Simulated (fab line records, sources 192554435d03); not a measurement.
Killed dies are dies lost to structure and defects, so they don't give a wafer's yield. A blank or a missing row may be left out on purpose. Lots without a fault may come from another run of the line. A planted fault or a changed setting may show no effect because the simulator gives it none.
Chamber matching | flow n5_finfet | N5_BEOL_M3_CO_CAP_55 on cvd_co-01: 3 sister chambers
The step material Co, precursor CCTBA/H2, target thk 2 nm, time 102.1 s. 6 wafers are shown with their chamber, then 9 later ones without.

WAFERS WITH THEIR CHAMBER
wafer  | chamber | heater_power_w (W)
L084.6 | 2       | 272
L088.3 | 1       | 263
L088.4 | 0       | 199
L091.2 | 0       | 196
L091.5 | 2       | 271
L091.6 | 1       | 269

WAFERS WITHOUT THEIR CHAMBER
wafer  | heater_power_w (W)
L092.3 | 199
L092.5 | 262
L092.6 | 262
L094.3 | 196
L094.5 | 264
L094.6 | 204
L096.1 | 277
L096.2 | 197
L096.5 | 271

WHICH CHAMBER EACH WENT THROUGH
wafer  | from the rows above     | in truth
L092.3 | 0                       | 0
L092.5 | can't be placed: 1 or 2 | 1
L092.6 | can't be placed: 1 or 2 | 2
L094.3 | 0                       | 0
L094.5 | can't be placed: 1 or 2 | 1
L094.6 | 0                       | 0
L096.1 | can't be placed: 2 or 1 | 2
L096.2 | 0                       | 0
L096.5 | can't be placed: 2 or 1 | 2
Placed correctly: 4 of 9. Can't be placed from these rows: 5 (the true chamber is among the candidates in 5). Placed wrongly: 0.
How it was worked out, from the rows above alone: a wafer's distance from a chamber is the root of the sum, over the readings, of the square of ((its reading less the chamber's mean) divided by the reading's scatter). The wafer belongs to the nearest chamber; if the next one is less than 2 further off, it can't be placed. A chamber's mean is the mean of its shown wafers. The scatter: the root of (the sum of the squares of (reading less its chamber's mean) over the shown wafers, divided by (wafers less chambers)).
